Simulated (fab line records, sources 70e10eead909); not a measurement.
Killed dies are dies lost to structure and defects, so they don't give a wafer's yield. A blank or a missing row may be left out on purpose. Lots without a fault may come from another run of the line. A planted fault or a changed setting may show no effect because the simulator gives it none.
Which tool did it? | flow nand_harc | 10 lots, 30 wafers sampled, at 7 steps of a route of 1159

WHAT THE GAUGES READ, wafer by wafer
NHARC_P_M0_CD_MEAS_09: target cd 90 nm.
lot  | measured     | on        | cd_nm (nm)
L332 | day 5 19:15  | cd_sem-02 | 89.8 90.0 89.5
L334 | day 6 16:46  | cd_sem-02 | 89.7 88.7 89.8
L333 | day 6 17:53  | cd_sem-03 | 89.9 90.5 89.2
L336 | day 6 19:56  | cd_sem-02 | 89.2 89.8 88.9
L337 | day 7 01:59  | cd_sem-03 | 89.1 89.2 88.9
L342 | day 8 01:16  | cd_sem-02 | 90.1 89.9 89.0
L341 | day 8 03:41  | cd_sem-03 | 89.6 90.0 89.6
L343 | day 9 06:46  | cd_sem-01 | 89.6 89.5 89.9
L352 | day 10 17:56 | cd_sem-03 | 92.9 92.9 93.6
L353 | day 11 01:11 | cd_sem-01 | 92.0 92.5 92.7

NHARC_P_M0_OVL_MEAS_10: pitch 180 nm.
lot  | measured     | on         | overlay_x_nm (nm) | overlay_y_nm (nm)
L332 | day 5 19:20  | overlay-01 | 1.3 1.5 2.2       | -0.4 -0.7 -0.4
L334 | day 6 16:52  | overlay-02 | 0.6 0.5 0.8       | -0.1 -0.6 -0.1
L333 | day 6 17:58  | overlay-01 | 0.2 0.4 0.0       | 0.3 0.8 0.3
L336 | day 6 20:01  | overlay-01 | -0.3 -0.3 0.3     | 0.3 0.1 -0.3
L337 | day 7 02:04  | overlay-01 | -0.7 -1.0 -0.3    | -0.9 -0.7 -1.1
L342 | day 8 01:22  | overlay-02 | 0.2 1.1 1.2       | 0.4 0.7 0.7
L341 | day 8 03:47  | overlay-02 | 0.6 0.3 0.4       | 0.7 0.6 0.6
L343 | day 9 06:52  | overlay-02 | 0.4 0.7 0.6       | -0.6 -0.4 -0.6
L352 | day 10 18:01 | overlay-01 | 10.5 10.0 10.3    | 0.3 0.3 0.2
L353 | day 11 01:16 | overlay-02 | 13.1 13.0 12.5    | 0.2 -0.1 0.3

NHARC_END_SORT_01.
lot  | measured     | on        | defect_limited_yield (%) | killed_at_array | killed_at_other | killed_at_periphery | killed_dies | killed_open | killed_short | sort_bin_2_pct (%) | sort_bin_3_pct (%) | sort_bin_4_pct (%) | sort_n_pass | sort_rim_yield_pct (%) | sort_yield_pct (%)
L332 | day 19 05:02 | prober-02 | 97.9 97.3 96.9           | 11 12 16        | 1 2 0           | 2 4 5               | 14 18 21    | 2 5 5       | 2 3 1        | 0.7 0.9 0.9        | 0 0.15 0.44        | 1.3 1.6 1.8        | 663 659 656 | 97.2 97.2 98.1         | 97.9 97.3 96.9
L334 | day 19 12:53 | prober-02 | 96.9 96.2 97.6           | 16 19 13        | 1 3 2           | 4 4 1               | 21 26 16    | 2 5 1       | 1 0 1        | 1.0 1.6 1.0        | 0.44 0 0.30        | 1.6 2.2 1.0        | 656 651 661 | 93.4 99.1 98.1         | 96.9 96.2 97.6
L333 | day 19 13:11 | prober-01 | 94.8 93.4 93.6           | 30 38 40        | 1 1 0           | 4 6 3               | 35 45 43    | 2 4 2       | 2 1 2        | 1.2 3.0 2.1        | 0 0.15 0.74        | 4.0 3.5 3.5        | 642 632 634 | 93.4 97.2 94.3         | 94.8 93.4 93.6
L336 | day 19 21:45 | prober-01 | 97.9 98.4 97.6           | 11 8 12         | 0 0 0           | 3 3 4               | 14 11 16    | 4 4 5       | 3 1 3        | 0.6 0.7 1.2        | 0.30 0 0           | 1.2 0.9 1.2        | 663 666 661 | 97.2 99.1 98.1         | 97.9 98.4 97.6
L337 | day 20 08:32 | prober-01 | 95.3 93.6 95.3           | 28 38 29        | 3 2 0           | 1 3 3               | 32 43 32    | 2 1 4       | 2 4 2        | 0.6 1.6 0.6        | 0.30 0.15 0.89     | 3.8 4.6 3.2        | 645 634 645 | 96.2 91.5 98.1         | 95.3 93.6 95.3
L342 | day 21 10:02 | prober-01 | 95.6 96.5 94.5           | 30 24 37        | 0 0 0           | 0 0 0               | 30 24 37    | 3 2 4       | 2 3 4        | 1.0 1.2 1.5        | 0.30 0.15 0        | 3.1 2.2 4.0        | 647 653 640 | 96.2 97.2 98.1         | 95.6 96.5 94.5
L341 | day 21 09:38 | prober-02 | 97.2 97.5 97.3           | 16 13 14        | 1 0 1           | 2 4 3               | 19 17 18    | 2 2 5       | 3 2 0        | 1.0 1.2 1.2        | 0.15 0 0           | 1.6 1.3 1.5        | 658 660 659 | 98.1 100.0 95.3        | 97.2 97.5 97.3
L343 | day 22 19:01 | prober-01 | 97.2 96.6 95.0           | 16 20 29        | 0 0 0           | 3 3 5               | 19 23 34    | 2 2 5       | 1 4 4        | 0.3 1.8 1.5        | 0.30 0.15 0.30     | 2.2 1.5 3.2        | 658 654 643 | 95.3 95.3 97.2         | 97.2 96.6 95.0
L352 | day 24 17:58 | prober-02 | 97.6 96.2 96.6           | 14 22 21        | 1 1 0           | 1 3 2               | 16 26 23    | 3 3 4       | 1 1 2        | 0.4 1.5 0.6        | 0 0.15 0.30        | 1.9 2.2 2.5        | 661 651 654 | 96.2 92.5 92.5         | 97.6 96.2 96.6
L353 | day 24 16:22 | prober-01 | 95.3 96.5 94.8           | 25 21 34        | 1 0 0           | 6 3 1               | 32 24 35    | 6 6 4       | 1 1 2        | 0.9 0.7 1.6        | 0.15 0 0.30        | 3.7 2.8 3.2        | 645 653 642 | 91.5 92.5 93.4         | 95.3 96.5 94.8

WHICH TOOL RAN EACH LOT (tool, then ch and the chambers of the sampled wafers, then the start)
lot  | NHARC_P_CONTACT_ETCH_31                       | NHARC_P_CONTACT_DEGAS_38     | NHARC_P_CONTACT_CMP_24        | NHARC_P_M0_EXPOSE_06
L332 | rie_diel-06 ch 0,2, day 5 16:50 or earlier    | pvd_sputter-03, day 5 16:50  | cmp-02 ch 0,3, day 5 17:58    | arfi_scanner-03 ch 0, day 5 19:06
L334 | rie_diel-06 ch 0,1,3, day 6 09:13 or earlier  | pvd_sputter-03, day 6 09:13  | cmp-02 ch 0,1,2, day 6 15:31  | arfi_scanner-02 ch 0, day 6 16:38
L333 | rie_diel-09 ch 0,3, day 6 14:25 or earlier    | pvd_sputter-01, day 6 14:25  | cmp-04 ch 0,1,2, day 6 16:38  | arfi_scanner-01 ch 0, day 6 17:45
L336 | rie_diel-09 ch 0,1,2, day 6 15:02 or earlier  | pvd_sputter-03, day 6 15:02  | cmp-04 ch 0,1,3, day 6 18:35  | arfi_scanner-01 ch 0, day 6 19:48
L337 | rie_diel-09 ch 1,2,3, day 6 23:43 or earlier  | pvd_sputter-02, day 6 23:43  | cmp-01 ch 1,2,3, day 7 00:48  | arfi_scanner-01 ch 0, day 7 01:51
L342 | rie_diel-09 ch 1,3, day 7 20:05 or earlier    | pvd_sputter-03, day 7 20:05  | cmp-02 ch 0,2, day 7 23:58    | arfi_scanner-01 ch 0, day 8 01:08
L341 | rie_diel-09 ch 0,1,3, day 7 21:07 or earlier  | pvd_sputter-02, day 7 21:07  | cmp-04 ch 0,1,3, day 8 02:26  | arfi_scanner-03 ch 0, day 8 03:33
L343 | rie_diel-09 ch 0,1,3, day 9 03:35 or earlier  | pvd_sputter-03, day 9 03:35  | cmp-04 ch 0,1,2, day 9 05:31  | arfi_scanner-02 ch 0, day 9 06:38
L352 | rie_diel-09 ch 0,1,2, day 10 15:31 or earlier | pvd_sputter-03, day 10 15:31 | cmp-04 ch 0,1,2, day 10 16:41 | arfi_scanner-01 ch 0, day 10 17:47
L353 | rie_diel-09 ch 1,2,3, day 10 22:50 or earlier | pvd_sputter-03, day 10 22:50 | cmp-04 ch 1,2,3, day 11 00:02 | arfi_scanner-01 ch 0, day 11 01:02
- NHARC_P_CONTACT_ETCH_31: etches the open film in CH3F/O2, target depth 30 nm, time 85.7 s.
- NHARC_P_CONTACT_DEGAS_38: time 60 s.
- NHARC_P_CONTACT_CMP_24: polishes, t overpolish 30 s, target thk 200 nm.
- NHARC_P_M0_EXPOSE_06: exposes mask P M0, target cd 90 nm.

WHAT THE TOOLS THEMSELVES READ (means of the sampled wafers that have a number; where no wafer has one, the mark that the record gives instead)
NHARC_P_CONTACT_ETCH_31.
lot  | tool        | drypump_motor_current_A (A) | oes_product_au (a.u.) | rf_vpp_V (V) | showerhead_plenum_p_Torr (Torr) | throttle_valve_pct (%)
L332 | rie_diel-06 | 5.3                         | 0.983                 | 244.6        | 2.45                            | 20.668
L334 | rie_diel-06 | 6.0                         | 0.994                 | 244.0        | 2.42                            | 20.657
L333 | rie_diel-09 | 5.3                         | 0.981                 | 245.1        | 2.52                            | 20.657
L336 | rie_diel-09 | 5.6                         | 0.970                 | 244.5        | 2.49                            | 20.677
L337 | rie_diel-09 | 5.7                         | 0.985                 | 244.2        | 2.45                            | 20.668
L342 | rie_diel-09 | 5.3                         | 0.961                 | 244.3        | 2.49                            | 20.663
L341 | rie_diel-09 | 5.2                         | 0.991                 | 245.3        | 2.53                            | 20.666
L343 | rie_diel-09 | 5.2                         | 0.985                 | 244.7        | 2.53                            | 20.660
L352 | rie_diel-09 | 5.6                         | 0.989                 | 245.3        | 2.49                            | 20.656
L353 | rie_diel-09 | 5.7                         | 0.987                 | 244.9        | 2.45                            | 20.670

NHARC_P_CONTACT_DEGAS_38.
lot  | tool           | heater_power_w (W)
L332 | pvd_sputter-03 | 472
L334 | pvd_sputter-03 | 477
L333 | pvd_sputter-01 | 516
L336 | pvd_sputter-03 | 469
L337 | pvd_sputter-02 | 458
L342 | pvd_sputter-03 | 435
L341 | pvd_sputter-02 | 486
L343 | pvd_sputter-03 | 463
L352 | pvd_sputter-03 | 478
L353 | pvd_sputter-03 | 453

NHARC_P_CONTACT_CMP_24.
lot  | tool   | motor_current_A (A) | overpolish_run_s (s) | time_to_endpoint_s (s)
L332 | cmp-02 | 12.1                | 30.006               | 42.8
L334 | cmp-02 | 13.2                | 30.000               | 44.1
L333 | cmp-04 | 12.2                | 30.013               | 37.7
L336 | cmp-04 | 12.1                | 30.002               | 40.6
L337 | cmp-01 | 11.6                | 29.994               | 37.8
L342 | cmp-02 | 12.9                | 29.993               | 44.1
L341 | cmp-04 | 12.1                | 30.000               | 40.6
L343 | cmp-04 | 12.1                | 29.992               | 41.5
L352 | cmp-04 | 12.4                | 30.000               | 39.9
L353 | cmp-04 | 11.8                | 29.995               | 41.8

NHARC_P_M0_EXPOSE_06.
lot  | tool            | exposure_dose_mJ_cm2 | focus_offset_nm (nm)
L332 | arfi_scanner-03 | 81.17                | 0.4
L334 | arfi_scanner-02 | 81.25                | 0.0
L333 | arfi_scanner-01 | 81.25                | -0.3
L336 | arfi_scanner-01 | 81.14                | -0.6
L337 | arfi_scanner-01 | 81.14                | 0.2
L342 | arfi_scanner-01 | 81.12                | -1.2
L341 | arfi_scanner-03 | 81.15                | 0.1
L343 | arfi_scanner-02 | 81.27                | 0.0
L352 | arfi_scanner-01 | 85.07                | 0.7
L353 | arfi_scanner-01 | 84.31                | -1.0

THE ANSWER, worked out from the rows above alone
Rule: what is usual is taken from the lots themselves. Put in order of their means at a reading, lots are off if they are a third of the lots or fewer, leave a main group of 4 or more, and stand apart from it by a gap of 3 or more times the standard deviation of the main group's means; of several such gaps the widest counts. A main group whose means are all the same, to the digits that the tables above print for the reading, isn't used. A lot without any number at a reading at which 4 lots or more have one is off too. The other lots that the step has rows for count as sound. The gauges are gone through in route order, then the tools' own readings, and for those a lot's mean is taken as printed above. The first step at which some lot is off is used, and at that step the reading that is off furthest; a lot without a number counts as furthest.
Off: L352, L353, at NHARC_P_M0_CD_MEAS_09 (cd_nm). The main group: mean 89.6 nm, standard deviation 0.26.
A tool fits if, at a process step before that reading, it ran every lot that is off, and no sound lot after the first of them. The gauges at NHARC_P_M0_CD_MEAS_09 aren't tried: what is off there is off at NHARC_P_M0_OVL_MEAS_10 too, on other tools, and a gauge's error can't cause that. NHARC_P_CONTACT_ETCH_31 gives no start for some lots, so the hours and the order of its lots are those of NHARC_P_CONTACT_DEGAS_38. Can't be told from this: 4 tools fit, rie_diel-09 at NHARC_P_CONTACT_ETCH_31, pvd_sputter-03 at NHARC_P_CONTACT_DEGAS_38, cmp-04 at NHARC_P_CONTACT_CMP_24, arfi_scanner-01 at NHARC_P_M0_EXPOSE_06.

WHAT THE SIMULATOR HAD PUT IN
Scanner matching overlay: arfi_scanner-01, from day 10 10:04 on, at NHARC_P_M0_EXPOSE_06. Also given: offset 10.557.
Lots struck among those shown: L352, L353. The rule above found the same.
